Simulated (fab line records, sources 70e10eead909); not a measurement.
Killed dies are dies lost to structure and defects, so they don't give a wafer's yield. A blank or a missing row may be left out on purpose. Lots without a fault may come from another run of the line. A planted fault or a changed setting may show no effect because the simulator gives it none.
Chamber matching | flow nand_harc | NHARC_A_M1_DESCUM_14 on rie_diel-09: 4 sister chambers
The step chemistry O2, time 3 s. 4 wafers are shown with their chamber, then 9 later ones without.

WAFERS WITH THEIR CHAMBER
wafer  | chamber | drypump_motor_current_A (A)
L085.1 | 3       | 6.1
L085.5 | 0       | 5.3
L087.2 | 2       | 5.9
L087.5 | 1       | 5.0

WAFERS WITHOUT THEIR CHAMBER
wafer  | drypump_motor_current_A (A)
L090.1 | 5.0
L090.3 | 6.0
L090.6 | 5.0
L089.1 | 5.0
L089.2 | 6.1
L089.5 | 5.9
L091.1 | 5.0
L091.4 | 5.9
L091.6 | 5.3

WHICH CHAMBER EACH WENT THROUGH
wafer  | from the rows above     | in truth
L090.1 | 1                       | 1
L090.3 | can't be placed: 2 or 3 | 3
L090.6 | 1                       | 1
L089.1 | 1                       | 1
L089.2 | 3                       | 3
L089.5 | 2                       | 2
L091.1 | 1                       | 1
L091.4 | 2                       | 2
L091.6 | 0                       | 0
Placed correctly: 8 of 9. Can't be placed from these rows: 1 (the true chamber is among the candidates in 1). Placed wrongly: 0.
How it was worked out, from the rows above alone: a wafer's distance from a chamber is the root of the sum, over the readings, of the square of ((its reading less the chamber's mean) divided by the reading's scatter). The wafer belongs to the nearest chamber; if the next one is less than 2 further off, it can't be placed. A chamber's mean is the mean of its shown wafers. The scatter: with one shown wafer a chamber, the root of the mean of the squares of how far each hidden wafer lies from its nearest shown one.
